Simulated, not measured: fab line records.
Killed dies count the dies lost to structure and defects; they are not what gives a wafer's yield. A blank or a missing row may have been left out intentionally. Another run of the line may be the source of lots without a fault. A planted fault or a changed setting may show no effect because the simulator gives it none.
The tool behind it: which one? + flow n5Finfet + 9 lots with 27 wafers sampled at 3 steps, on a route of 1938 steps

WHAT THE GAUGES READ, wafer by wafer
N5_BEOL_M2_OVL_MEAS_29.
| lot  | measured     | on         | V1_OVL (nm)    |
|------|--------------|------------|----------------|
| L613 | day 7 07:26  | overlay-02 | -0.5 0.2 -0.4  |
| L616 | day 7 21:25  | overlay-02 | -0.2 0.2 0.3   |
| L618 | day 8 13:16  | overlay-02 | -2.5 -0.9 -1.7 |
| L624 | day 9 10:49  | overlay-01 | 0.1 -0.5 0.6   |
| L625 | day 10 12:36 | overlay-01 | 2.9 2.7 2.2    |
| L626 | day 10 20:04 | overlay-01 | 3.9 3.6 3.0    |
| L630 | day 11 07:54 | overlay-02 | 0.1 -0.5 -1.1  |
| L634 | day 12 09:40 | overlay-01 | -0.2 0.3 0.6   |
| L635 | day 12 18:11 | overlay-01 | -0.3 -0.6 0.0  |

WHAT TOOL EACH LOT RAN ON (gives the tool, then ch and the chambers of the sampled wafers, and finally the start)
| lot  | N5_BEOL_M2_DESCUM_16              | N5_BEOL_M2_EXPOSE_25             |
|------|-----------------------------------|----------------------------------|
| L613 | rieDiel-05 ch 1,2,3, day 7 06:23  | euvScanner-02 ch 0, day 7 07:15  |
| L616 | rieDiel-05 ch 1,2,3, day 7 20:32  | euvScanner-02 ch 0, day 7 21:14  |
| L618 | rieDiel-05 ch 0,3, day 8 12:22    | euvScanner-02 ch 0, day 8 13:06  |
| L624 | rieDiel-06 ch 1,2,3, day 9 10:02  | euvScanner-01 ch 0, day 9 10:39  |
| L625 | rieDiel-06 ch 2,3, day 10 11:42   | euvScanner-02 ch 0, day 10 12:26 |
| L626 | rieDiel-06 ch 2,3, day 10 18:59   | euvScanner-02 ch 0, day 10 19:54 |
| L630 | rieDiel-06 ch 0,2,3, day 11 06:58 | euvScanner-01 ch 0, day 11 07:44 |
| L634 | rieDiel-03 ch 1,2, day 12 08:40   | euvScanner-01 ch 0, day 12 09:29 |
| L635 | rieDiel-03 ch 0,1, day 12 17:01   | euvScanner-01 ch 0, day 12 18:00 |
- N5_BEOL_M2_DESCUM_16: chemistry O2, time 7 s.
- N5_BEOL_M2_EXPOSE_25: exposes mask V1, defocus 5 nm.

THE ANSWER, worked out from the rows above alone
Rule: the usual values come from the lots themselves. The widest of any qualifying gaps counts: lots, ordered by their means at a reading, are off when they make up no more than a third of the lots, leave a main group of 4 or more, and stand apart from it by 3 or more times the standard deviation of that group's means. A main group whose means are all the same, to the digits that the tables above print for the reading, isn't used. A lot without any number at a reading at which 4 lots or more have one is off too. Any other lot the step has rows for is counted as sound.
Off: L625, L626, seen at N5_BEOL_M2_OVL_MEAS_29 (V1_OVL). Mean -0.3 nm and standard deviation 0.61 in the main group.
If a tool, at a process step before that reading, ran all the lots that are off and no sound lot after the first of them, it fits. The gauges at N5_BEOL_M2_OVL_MEAS_29 are tried like those tools. One fits: N5_BEOL_M2_EXPOSE_25 on euvScanner-02. Its last sound lot is L618 (day 8 13:06), its first lot that is off L625 (day 10 12:26): a fault that began between those two fits.

WHAT THE SIMULATOR HAD INSERTED
Scanner matching overlay: euvScanner-02, from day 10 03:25 on, at N5_BEOL_M2_EXPOSE_25. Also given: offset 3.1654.
Shown lots that were struck: L625, L626. Same finding as the rule above.
